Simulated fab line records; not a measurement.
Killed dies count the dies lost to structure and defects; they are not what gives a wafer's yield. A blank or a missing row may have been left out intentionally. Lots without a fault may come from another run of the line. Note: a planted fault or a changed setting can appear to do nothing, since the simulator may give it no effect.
Which tool did it? | flow nandHarc | 18 wafers from 6 lots sampled at 3 of the route's 1159 steps

## WHAT EACH GAUGE READ, for each wafer
NHARC_A_M1_CD_MEAS_16.
lot  | measured     | on       | cdNm (nm)
L455 | day 18 11:29 | cdSem-02 | 118.6 118.0 120.7
L457 | day 19 01:47 | cdSem-02 | 122.6 120.9 120.7
L459 | day 19 03:07 | cdSem-03 | 119.6 120.1 119.6
L461 | day 19 23:05 | cdSem-01 | 118.9 118.2 120.1
L472 | day 23 01:34 | cdSem-02 | 122.5 121.1 120.5
L473 | day 23 12:43 | cdSem-01 | 119.7 123.5 120.9

## WHAT TOOL EACH LOT RAN ON (gives the tool, then ch and the chambers of the sampled wafers, and finally the start)
lot  | NHARC_P_BONDPAD_ETCH_37          | NHARC_A_M0_ETCH_34
L455 | rieDiel-05 ch 0,2,3, day 7 07:59 | rieDiel-03 ch 0,3, day 18 07:11
L457 | rieDiel-13 ch 0,1,3, day 7 23:20 | rieDiel-03 ch 0,1,3, day 18 21:27
L459 | rieDiel-04 ch 0,1,2, day 8 05:34 | rieDiel-08 ch 0,2,3, day 18 22:19
L461 | rieDiel-13 ch 0,1,2, day 8 19:28 | rieDiel-03 ch 1,2,3, day 19 18:58
L472 | rieDiel-13 ch 1,3, day 11 16:55  | rieDiel-08 ch 0,2,3, day 22 21:13
L473 | rieDiel-13 ch 2,3, day 12 04:32  | rieDiel-03 ch 0,2,3, day 23 07:51
- NHARC_P_BONDPAD_ETCH_37: etches the open film in N2/H2, target depth 60 nm, overetch 18 nm, time 65.91 s.
- NHARC_A_M0_ETCH_34: etches the open film in N2/H2, target depth 40 nm, overetch 12 nm, time 43.94 s.

## THE ANSWER, worked out from the rows above alone
Rule: usual is defined by the lots themselves. The widest of any qualifying gaps counts: lots, ordered by their means at a reading, are off when they make up no more than a third of the lots, leave a main group of 4 or more, and stand apart from it by 3 or more times the standard deviation of that group's means. If all means in a main group match to the digits the tables above print for the reading, that group is not used. A lot without any number at a reading at which 4 lots or more have one is off too. Where the step has rows for the other lots, those lots are counted as sound.
No lot is off on any of the readings shown, so nothing can be concluded from this.

## WHAT THE SIMULATOR HAD INSERTED
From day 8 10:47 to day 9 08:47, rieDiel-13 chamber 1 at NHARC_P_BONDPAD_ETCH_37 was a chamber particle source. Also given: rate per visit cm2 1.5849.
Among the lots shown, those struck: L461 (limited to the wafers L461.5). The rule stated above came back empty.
